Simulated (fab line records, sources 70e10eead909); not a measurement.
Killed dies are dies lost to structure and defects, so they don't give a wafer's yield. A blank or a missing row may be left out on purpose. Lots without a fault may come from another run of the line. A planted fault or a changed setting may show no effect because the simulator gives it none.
fab line records | flow nand_harc
record lots=6 wafers=18 last_day=24
route steps=1159 shown A_ZERO_WELL@399
lots that met no fault: from a run of the same line without faults
start_h: hours from the record's first day to the start of the lot's first wafer shown | wait_h: hours since the lot's step before | " the same as in the row above | L1.1+2: a row that stands for several wafers | - no value, or no start given | * or withheld: withheld | < > ~ a bound
route shown NAME@n: a module of which the file shows steps, and the number in the route of the first | usual: mean/standard deviation of fault-free wafers | same: alike in all rows | chamber/n: place in a boat | sites: the reading at each site | _std_site: their standard deviation | _edge_site: outer sites' mean less inner sites' | radius_mm: how far each site lies from the wafer's centre | mask NAME#n: copy n | behind: the tool/chamber that last shaped the wafer | hold: why the lot was held/for how many hours/how that ended | device: the transistor (n, p or np) that didn't switch | end of line: the same wafers' tests at the end of the route | a step without rows: its recipe alone | killed: dies lost to structure and defects at the first sort, not the wafer's yield | map: a wafer's dies, x killed, . not, _ none there
set.NAME: the setting as run; set.NAME@STEP: as run at that earlier step | model.NAME: the simulator's own value behind a step, which no gauge read
lots at some steps of the route; a table a step, a row a wafer
services: from which hour (start_h, from the record's first day; less than 0 if before it) a tool's chamber was out of use, for how many hours, and why
## steps
# step NHARC_A_ZERO_WELL_PEB_08
# recipe peb_temp_c=128 peb_time_s=80
# step NHARC_A_ZERO_WELL_DEVELOP_09
# recipe time_s=50 dev_temp_c=22
# step NHARC_A_ZERO_WELL_CD_MEAS_10
# recipe target_cd_nm=2000 landing_energy_ev=500
# usual cd_nm=2001.0/2.2
# columns lot.wafer tool chamber start_h wait_h cd_nm
L953.3 cd_sem-03 0 135.08 - 2000.0
L953.4 " 0 " " 1999.0
L953.6 " 0 " " 2001.5
L955.1 cd_sem-01 0 148.87 - 2003.3
L955.3 " 0 " " 2003.5
L955.6 " 0 " " 2000.4
L972.3 cd_sem-02 0 239.61 - 1999.6
L972.4 " 0 " " 1999.7
L972.5 " 0 " " 2002.5
L973.2 cd_sem-03 0 262.47 - 1997.9
L973.3 " 0 " " 2001.0
L973.5 " 0 " " 2000.2
L975.1 cd_sem-02 0 264.73 - 2002.1
L975.3 " 0 " " 2004.4
L975.6 " 0 " " 2004.8
L976.1 cd_sem-02 0 265.34 - 2002.1
L976.3 " 0 " " 2002.6
L976.5 " 0 " " 2005.4
# step NHARC_A_ZERO_WELL_HARDBAKE_11
# recipe temp_c=118 time_s=65
# step NHARC_A_ZERO_WELL_DESCUM_12
# recipe time_s=3 o2_flow_sccm=200 ar_flow_sccm=0 bias_power_w=0 chemistry=O2
# usual drypump_motor_current_A=5.8/0.48 oes_product_au=1.000/0.012 rf_vpp_V=58.0/0.95 showerhead_plenum_p_Torr=1.93/0.06 throttle_valve_pct=11.312/0.0098
# columns lot.wafer tool chamber start_h wait_h drypump_motor_current_A oes_product_au rf_hours_counter_h rf_vpp_V showerhead_plenum_p_Torr throttle_valve_pct
L953.3 rie_diel-07 3 135.23 - 6.2 0.993 6 58.1 1.92 11.315
L953.4 " 1 " " 6.6 0.975 5 57.3 1.90 11.318
L953.6 " 3 " " 6.2 0.994 - 58.5 1.92 11.321
L955.3 rie_diel-07 1 149.03 - 6.7 0.992 6 58.0 1.90 11.309
L955.1 " 3 " " 6.1 0.984 6 57.7 1.92 11.311
L955.6 " 2 " " 5.3 1.014 - 59.3 1.97 11.319
L972.4 rie_diel-08 2 239.77 - 6.3 0.998 11 58.1 1.85 11.321
L972.3 " 1 " " 5.1 1.005 11 57.7 1.89 11.313
L972.5 " 2 " " 6.3 0.994 - 58.6 1.85 11.297
L973.2 rie_diel-08 3 262.64 - 6.3 1.006 12 57.9 2.00 11.321
L973.3 " 0 " " 5.9 0.983 12 59.4 1.98 11.320
L973.5 " 2 " " 6.3 0.997 - 56.1 1.85 11.326
L975.3 rie_diel-08 0 264.90 - 5.9 0.989 12 58.8 1.98 11.294
L975.1 " 2 " " 6.3 0.976 13 57.9 1.85 11.320
L975.6 " 3 " " 6.3 1.000 - 60.1 2.00 11.318
L976.1 rie_diel-08 1 265.49 - 5.1 0.999 13 58.3 1.89 11.320
L976.3 " 0 " " 6.0 0.980 12 58.1 1.98 11.299
L976.5 " 1 " " 5.1 0.996 - 58.2 1.89 11.313
# step NHARC_A_ZERO_WELL_ETCH_19
# recipe target_depth_a=800 overetch_a=240 time_s=87.88 ion_energy_ev=200 n2_flow_sccm=150 h2_flow_sccm=150 ar_flow_sccm=0 rf_w=400 bias_w=150 chemistry=N2/H2
# usual drypump_motor_current_A=5.8/0.47 oes_product_au=1.001/0.013 rf_vpp_V=430.9/2 showerhead_plenum_p_Torr=2.05/0.066 throttle_valve_pct=14.171/0.0091
# columns lot.wafer tool chamber start_h wait_h drypump_motor_current_A oes_product_au rf_hours_counter_h rf_vpp_V showerhead_plenum_p_Torr throttle_valve_pct
L953.3 rie_diel-07 0 135.33 0.1 6.2 1.012 4 426.6 1.91 14.172
L953.4 " 1 " " 6.6 0.974 5 430.0 2.03 14.181
L953.6 " 3 " " 6.1 0.997 - 431.3 2.05 14.181
L955.1 rie_diel-07 1 149.14 0.1 6.7 0.996 6 430.1 2.03 14.159
L955.3 " 2 " " 5.3 1.020 6 432.7 2.11 14.166
L955.6 " 3 " " 6.2 0.985 - 431.1 2.05 14.171
L972.4 rie_diel-08 1 239.85 0.1 5.1 1.011 11 430.8 2.02 14.159
L972.3 " 0 " " 5.9 1.001 10 430.2 2.11 14.184
L972.5 " 2 " " 6.3 0.983 - 429.9 1.97 14.155
L973.3 rie_diel-08 3 262.71 0.1 6.3 0.984 12 433.4 2.14 14.151
L973.2 " 2 " " 6.3 0.980 13 428.1 1.97 14.187
L973.5 " 0 " " 5.9 0.980 - 433.4 2.11 14.171
L975.1 rie_diel-08 3 264.99 0.1 6.2 0.994 12 432.9 2.14 14.172
L975.3 " 0 " " 5.9 0.984 12 431.9 2.11 14.170
L975.6 " 2 " " 6.3 0.977 - 430.7 1.97 14.152
L976.3 rie_diel-08 1 265.59 0.1 5.1 1.009 13 430.3 2.02 14.169
L976.1 " 3 " " 6.3 0.993 12 432.9 2.14 14.185
L976.5 " 1 " " 5.1 1.002 - 429.5 2.02 14.166
# step NHARC_A_ZERO_WELL_ETCH_13
# recipe target_depth_a=1200 time_s=40.1 hbr_flow_sccm=150 cl2_flow_sccm=50 rf_w=400 icp_w=400 bias_w=100 chemistry=HBr/Cl2
# usual drypump_motor_current_A=5.8/0.5 oes_product_au=1.000/0.013 throttle_valve_pct=26.407/0.0099
# columns lot.wafer tool chamber start_h wait_h drypump_motor_current_A oes_product_au rf_hours_counter_h throttle_valve_pct
L953.3 rie_si-06 0 135.44 - 4.8 1.008 1.0 26.410
L953.4 " 3 " " 5.8 1.007 1.0 26.406
L953.6 " 1 " " 5.8 1.004 - 26.390
L955.1 rie_si-06 1 149.28 - 5.8 1.006 1.0 26.401
L955.3 " 3 " " 5.8 0.998 1.1 26.406
L955.6 " 1 " " 5.8 1.002 - 26.397
L972.3 rie_si-01 0 239.98 - 5.7 1.011 0.8 26.414
L972.4 " 2 " " 6.4 1.025 0.9 26.406
L972.5 " 0 " " 5.7 1.011 - 26.404
L973.2 rie_si-01 0 262.84 - 5.7 0.999 1.0 26.415
L973.3 " 2 " " 6.4 1.012 1.0 26.428
L973.5 " 3 " " 5.2 0.985 - 26.404
L975.3 rie_si-01 2 265.11 - 6.4 1.001 1.0 26.407
L975.1 " 0 " " 5.7 1.002 1.1 26.406
L975.6 " 2 " " 6.4 1.014 - 26.403
L976.3 rie_si-02 1 265.72 - 5.7 1.013 0.3 26.427
L976.1 " 2 " " 6.2 1.007 0.3 26.392
L976.5 " 1 " " 5.7 1.016 - 26.412
# step NHARC_A_ZERO_WELL_STRIP_14
# recipe time_s=900 temp_c=130 chemistry=SPM
# step NHARC_A_ZERO_WELL_IMPLANT_15
# recipe energy_kev=150 dose_cm2=1e+13 tilt_deg=7
# step NHARC_A_ZERO_WELL_PRECLEAN_22
# recipe time_s=60 temp_c=50 bath_age_min=0 chemistry=SC1
# step NHARC_A_ZERO_WELL_SRD_23
# step NHARC_A_ZERO_WELL_RTA_16
# recipe temp_c=1000 time_s=10
# usual anneal_temp_c_max=1004.5/1.2 lamp_power_pct=30.49/0.1 lamp_zone_5_pct=30.49/0.1 wafer_temp_C_max=1004.4/1.3
# columns lot.wafer tool chamber start_h wait_h anneal_temp_c_max lamp_power_pct lamp_zone_5_pct wafer_temp_C_max
L953.3 rtp_anneal-02 0 136.42 - 1005.1 30.41 30.43 1004.2
L953.4 " 0 " " 1006.4 30.39 30.38 1003.5
L953.6 " 0 " " 1006.8 30.37 30.37 1003.0
L955.1 rtp_anneal-01 0 150.18 - 1003.9 30.63 30.67 1004.6
L955.3 " 0 " " 1003.3 30.60 30.58 1006.7
L955.6 " 0 " " 1003.0 30.59 30.68 1005.9
L972.3 rtp_anneal-01 - 240.94 - - - - -
L972.4 " - " " - - - -
L972.5 " - " " - - - -
L973.2 rtp_anneal-02 - 263.76 - - - - -
L973.3 " - " " - - - -
L973.5 " - " " - - - -
L975.1 rtp_anneal-01 0 266.03 0.1 1003.6 30.56 30.53 1005.4
L975.3 " 0 " " 1003.5 30.59 30.58 1003.3
L975.6 " 0 " " 1002.8 30.53 30.55 1004.8
L976.1 rtp_anneal-02 0 266.71 - 1006.3 30.41 30.40 1002.8
L976.3 " 0 " " 1004.6 30.33 30.37 1003.2
L976.5 " 0 " " 1005.8 30.40 30.42 1004.3
# step NHARC_A_ZERO_WELL_INSPECT_17
# usual raw_defect_count=11/5.8
# columns lot.wafer tool chamber start_h wait_h raw_defect_count
L953.3 defect_inspect-02 - 136.56 0.1 7
L953.4 " - " " 10
L953.6 " - " " 7
L955.1 defect_inspect-02 - 150.38 0.2 19
L955.3 " - " " 15
L955.6 " - " " 6
L972.3 defect_inspect-01 - 241.09 0.1 1
L972.4 " - " " 8
L972.5 " - " " 21
L973.2 defect_inspect-01 - 263.95 0.2 6
L973.3 " - " " 4
L973.5 " - " " 8
L975.1 defect_inspect-01 - 266.23 0.2 8
L975.3 " - " " 5
L975.6 " - " " 10
L976.1 defect_inspect-01 - 266.90 0.2 14
L976.3 " - " " 21
L976.5 " - " " 8
## services
# columns tool chamber start_h hours kind
rie_si-06 0 120.24 2.8 repair
rie_diel-07 0 121.08 6.4 repair
rie_diel-08 - 124.80 9.0 pm
rie_diel-08 0 124.80 9.0 vent_cycle
rie_diel-08 1 124.80 9.0 vent_cycle
rie_diel-08 2 124.80 9.0 vent_cycle
rie_si-01 - 127.00 9.0 pm
rie_diel-08 1 134.74 5.1 repair
rie_si-06 2 135.55 8.9 repair
rie_si-02 3 137.84 1.4 repair
rie_diel-08 - 140.42 0.7 repair
rie_diel-07 0 141.76 7.9 repair
rie_si-06 3 157.92 8.3 repair
rie_diel-08 2 160.91 5.5 repair
rie_diel-07 3 166.19 1.4 repair
rie_si-06 - 183.00 9.0 pm
rie_diel-08 3 194.34 1.6 repair
rie_diel-07 0 205.01 4.2 repair
rie_si-02 - 211.00 9.0 pm
rie_diel-07 - 228.20 9.0 pm
rie_diel-08 0 231.52 3.8 repair
rie_diel-08 3 241.07 3.1 repair
rie_si-06 1 254.28 8.1 repair
rie_si-02 0 263.46 12.1 repair
## key
first_sign step=NHARC_A_ZERO_WELL_RTA_16 reading=tool_record direction=missing
effect none on later readings
met_at NHARC_A_ZERO_WELL_RTA_16
struck_wafers L972.3,L972.4,L972.5,L973.2,L973.3,L973.5
later_rows_left_out L972.3,L972.4,L972.5,L973.2,L973.3,L973.5
sort_left_out L972.3,L972.4,L972.5,L973.2,L973.3,L973.5
tester_left_out L972,L973
onset_between 150.18 240.94
fault kind=skipped_step_whole tool=rtp_anneal-01,rtp_anneal-02 chamber=- onset_h=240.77 steps=NHARC_A_ZERO_WELL_RTA_16 scope=struck_lots_only
# tester_left_out: of these lots the tester's yield and bins aren't shown, on N5 and GAA mostly nor the transistor test; their killed dies are dies lost to structure and defects alone, not to doping, threshold or leakage, so they don't give the yield
# sort_left_out: the simulated sort isn't trusted on such a fault, so these wafers' sort isn't shown, and their yield isn't known
# later_rows_left_out: the simulator's readings of these wafers behind a module that went badly wrong aren't trusted and aren't shown, but for the sort
